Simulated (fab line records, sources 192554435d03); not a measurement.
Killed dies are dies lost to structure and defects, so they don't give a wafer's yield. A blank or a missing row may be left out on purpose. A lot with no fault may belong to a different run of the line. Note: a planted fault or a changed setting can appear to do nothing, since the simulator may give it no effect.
Lot-split experiment | flow n5_finfet | 21 wafers read across 7 lots, on a route 1938 steps long

## ON THE SPLIT
At N5_BEOL_M9_ETCH_62 (etches SOC in N2/H2, target depth 110 nm, overetch 22 nm, time 165 s), the setting time_s was moved away from the recipe's 165 s on 5 of the 21 wafers read, by -14.5% to +19.9%. The other wafers ran this setting at the recipe's value.

The split's own step is where the reading is taken.

## THE READING
SiARC_of_BEOL_M9_COAT_60.thk_nm (the simulator's own value, which no gauge read), in nm, at N5_BEOL_M9_ETCH_62 (etches SOC in N2/H2, target depth 110 nm, overetch 22 nm, time 165 s). The file does not state a usual value for it. Here, 16 wafers ran the recipe; their average is 23.4 nm with a standard deviation of 0.18 nm.

wafer  | tool, chamber at the split | time_s as run, s | against the recipe | SiARC_of_BEOL_M9_COAT_60.thk_nm, nm | against lot-mates on the recipe
L076.1 | rie_diel-05, 3             | 165              | recipe             | 23.6                                | -
L076.2 | rie_diel-05, 1             | 165              | recipe             | 23.2                                | -
L076.4 | rie_diel-05, 0             | 197.9            | +19.9%             | 22.2                                | -1.2
L079.1 | rie_diel-05, 1             | 165              | recipe             | 23.2                                | -
L079.6 | rie_diel-05, 1             | 165              | recipe             | 23.2                                | -
L079.3 | rie_diel-05, 0             | 165              | recipe             | 23.4                                | -
L083.3 | rie_diel-01, 3             | 165              | recipe             | 23.4                                | -
L083.5 | rie_diel-01, 1             | 165              | recipe             | 23.2                                | -
L083.6 | rie_diel-01, 0             | 165              | recipe             | 23.8                                | -
L088.2 | rie_diel-06, 1             | 181.6            | +10.1%             | 23                                  | -0.4
L088.3 | rie_diel-06, 0             | 181.6            | +10.1%             | 23.2                                | -0.2
L088.4 | rie_diel-06, 3             | 165              | recipe             | 23.4                                | -
L091.1 | rie_diel-01, 2,3           | 165              | recipe             | 23.6                                | -
L091.4 | rie_diel-01, 2,3           | 165              | recipe             | 23.6                                | -
L091.5 | rie_diel-01, 0             | 144.4            | -12.5%             | 24.8                                | +1.2
L096.3 | rie_diel-05, 3             | 165              | recipe             | 23.2                                | -
L096.5 | rie_diel-05, 0             | 141.1            | -14.5%             | 24.2                                | +0.9
L096.6 | rie_diel-05, 3             | 165              | recipe             | 23.4                                | -
L097.2 | rie_diel-01, 1             | 165              | recipe             | 23.6                                | -
L097.4 | rie_diel-01, 3,1           | 165              | recipe             | 23.4                                | -
L097.5 | rie_diel-01, 3,1           | 165              | recipe             | 23.4                                | -
When a row names more than one chamber, that row covers several wafers, and the file does not tell which wafer ran in which chamber.

FIT RESULTS
A straight line over all 21 wafers: SiARC_of_BEOL_M9_COAT_60.thk_nm changes by -0.062 nm for each +1% of time_s; r = -0.88; the points scatter about the line by 0.24 nm.
The same after taking each lot's own level away (the mean of its wafers on the recipe; 21 wafers): -0.0607 nm for each +1%; r = -0.91; scatter 0.19 nm.
On that fit, the largest move of time_s shifts the reading by 1.2 nm.
The span of the lots' own levels, 23.27 to 23.60 nm, comes to 1.9 times the standard deviation stated above.
The two slopes are in agreement: the lot-to-lot level therefore moves the slope only a little.
Check: -1.13 nm against its lot-mates is what the line predicts for one of the wafers moved furthest among these (+19.9%) when that wafer is left out of the fit. It came out at -1.2 nm against them.

## OTHER SPLITS APPLIED TO THESE WAFERS
These wafers also went through other splits before the reading. Each is held against what the fit with the lots' levels taken away leaves over:
other split on the same wafers | wafers away from the commonest value | r with SiARC_of_BEOL_M9_COAT_60.thk_nm (lot level and that fit taken away)
N5_BEOL_M8_ETCH_62 time_s      | 8                                    | -0.28

## FILE'S OWN FIT
SiARC_of_BEOL_M9_COAT_60.thk_nm changes by -0.0636 nm for each +1% of time_s, r = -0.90.
